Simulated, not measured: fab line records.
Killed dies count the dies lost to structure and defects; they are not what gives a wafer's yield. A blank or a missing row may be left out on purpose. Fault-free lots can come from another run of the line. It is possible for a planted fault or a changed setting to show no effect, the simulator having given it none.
Chamber matching :: flow n5_finfet :: 4 sister chambers for N5_BEOL_M12_DESCUM_33 on rie_diel-06
The step chemistry O2, time 7.9 s. 4 wafers are shown with their chamber, then 8 later ones without.

## WAFERS, EACH WITH ITS CHAMBER
wafer: L083.6
chamber: 2
showerhead_plenum_p_Torr (Torr): 2.11

wafer: L084.4
chamber: 3
showerhead_plenum_p_Torr (Torr): 2.08

wafer: L084.5
chamber: 0
showerhead_plenum_p_Torr (Torr): 2.00

wafer: L091.3
chamber: 1
showerhead_plenum_p_Torr (Torr): 2.21

## WAFERS WITHOUT THEIR CHAMBER
wafer: L091.4
showerhead_plenum_p_Torr (Torr): 2.07

wafer: L091.5
showerhead_plenum_p_Torr (Torr): 1.99

wafer: L090.2
showerhead_plenum_p_Torr (Torr): 1.99

wafer: L090.3
showerhead_plenum_p_Torr (Torr): 2.10

wafer: L090.4
showerhead_plenum_p_Torr (Torr): 2.21

wafer: L096.1
showerhead_plenum_p_Torr (Torr): 2.07

wafer: L096.4
showerhead_plenum_p_Torr (Torr): 2.20

wafer: L096.6
showerhead_plenum_p_Torr (Torr): 2.10

## WHICH CHAMBER EACH WENT THROUGH
wafer: L091.4
from the rows above: 3
in truth: 3

wafer: L091.5
from the rows above: 0
in truth: 0

wafer: L090.2
from the rows above: 0
in truth: 0

wafer: L090.3
from the rows above: can't be placed: 2 or 3
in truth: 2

wafer: L090.4
from the rows above: 1
in truth: 1

wafer: L096.1
from the rows above: 3
in truth: 3

wafer: L096.4
from the rows above: 1
in truth: 1

wafer: L096.6
from the rows above: can't be placed: 2 or 3
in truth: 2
6 of 8 placed correctly. Can't be placed from these rows: 2 (the true chamber is among the candidates in 2). Wrongly placed: 0.
How it was worked out, from the rows above alone: a wafer's distance from a chamber is the root of the sum, over the readings, of the square of ((its reading less the chamber's mean) divided by the reading's scatter). The wafer belongs to the nearest chamber; if the next one is less than 2 further off, it can't be placed. Each chamber's mean is taken over the wafers shown for it. The scatter: with one shown wafer a chamber, the root of the mean of the squares of how far each hidden wafer lies from its nearest shown one.
